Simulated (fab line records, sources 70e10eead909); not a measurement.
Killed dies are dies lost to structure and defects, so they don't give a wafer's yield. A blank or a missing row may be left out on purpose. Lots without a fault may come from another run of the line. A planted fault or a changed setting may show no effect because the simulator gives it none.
One fault seen from 2 desks | flow nand_harc | each desk has only its own numbers; what lay behind them comes last

THE TOOL OWNER'S DESK: har_etch-02
The tool's own readings at NHARC_A_CHANNEL_HOLE_D2_ETCH_25 (etches the open film in C4F8/O2/Ar, time 1040.2 s, target depth 1500 nm): means of the sampled wafers that have a number, for each lot that ran on this tool. A lot is out of limits, marked OUT, if its mean lies more than 4 standard deviations from the usual mean; the brackets give that distance.
Columns: A = chamber_pressure_mTorr at NHARC_A_CHANNEL_HOLE_D2_ETCH_25, usual 20.001 mTorr; B = drypump_motor_current_A at NHARC_A_CHANNEL_HOLE_D2_ETCH_25, usual 5.5 A; C = showerhead_plenum_p_Torr at NHARC_A_CHANNEL_HOLE_D2_ETCH_25, usual 3.62 Torr; D = throttle_valve_pct at NHARC_A_CHANNEL_HOLE_D2_ETCH_25, usual 32.235 %
lot  | first seen here | A      | B   | C    | D
L915 | day 13 08:43    | 20.020 | 5.7 | 3.73 | 32.233
L916 | day 14 07:44    | 19.998 | 5.5 | 3.73 | 32.236
L926 | day 17 20:19    | 20.018 | 5.7 | 3.70 | 32.235
L927 | day 18 09:50    | 19.998 | 5.9 | 3.70 | 32.241
L928 | day 18 19:54    | 20.002 | 5.9 | 3.69 | 32.235
L929 | day 19 12:22    | 19.985 | 5.9 | 3.69 | 32.241
This desk's finding: nothing out of limits on any of the 6 lots.

THE DEFECT DESK
What the inspections along the route counted, lot by lot: means of the sampled wafers that have a number. A lot is out of limits, marked OUT, if its mean lies more than 4 standard deviations from the usual mean; the brackets give that distance.
Columns: A = raw_defect_count at NHARC_A_CHANNEL_HOLE_D2_INSPECT_12, usual 31; B = raw_defect_count at NHARC_A_CHANNEL_HOLE_D2_INSPECT_40, usual 287
lot  | first seen here | A  | B
L915 | day 13 04:16    | 4  | 251
L916 | day 14 00:04    | 53 | 364
L919 | day 14 21:39    | 5  | 196
L921 | day 15 01:59    | 7  | 165
L924 | day 17 12:01    | 53 | 265
L926 | day 17 12:10    | 58 | 320
L927 | day 18 05:43    | 8  | 246
L928 | day 18 15:28    | 13 | 782 (+5.2) OUT
L930 | day 19 07:47    | 13 | 334
L929 | day 19 07:56    | 57 | 843 (+5.9) OUT
L931 | day 19 19:45    | 63 | 463
L938 | day 22 13:32    | 31 | 349
This desk's finding: out of limits on L928, L929; first on L928, day 18 22:29 (raw_defect_count at NHARC_A_CHANNEL_HOLE_D2_INSPECT_40). In limits: L915, L916, L919, L921, L924, L926, L927, L930, L931, L938.

PUT TOGETHER
The defect desk could have raised an alarm at day 18 22:29, on L928, L929.
The tool owner's desk saw nothing out of limits.
The tool owner's desk has L928, L929 on record, within its limits.
Of the lots named, all ran NHARC_A_CHANNEL_HOLE_D2_ETCH_25 on har_etch-02.

WHAT THE SIMULATOR HAD PUT IN
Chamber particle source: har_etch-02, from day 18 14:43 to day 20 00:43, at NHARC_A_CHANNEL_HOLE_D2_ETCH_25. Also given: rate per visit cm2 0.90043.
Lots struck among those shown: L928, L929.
Hours from the fault's start to each desk's first reading out of limits: the defect desk, 8.
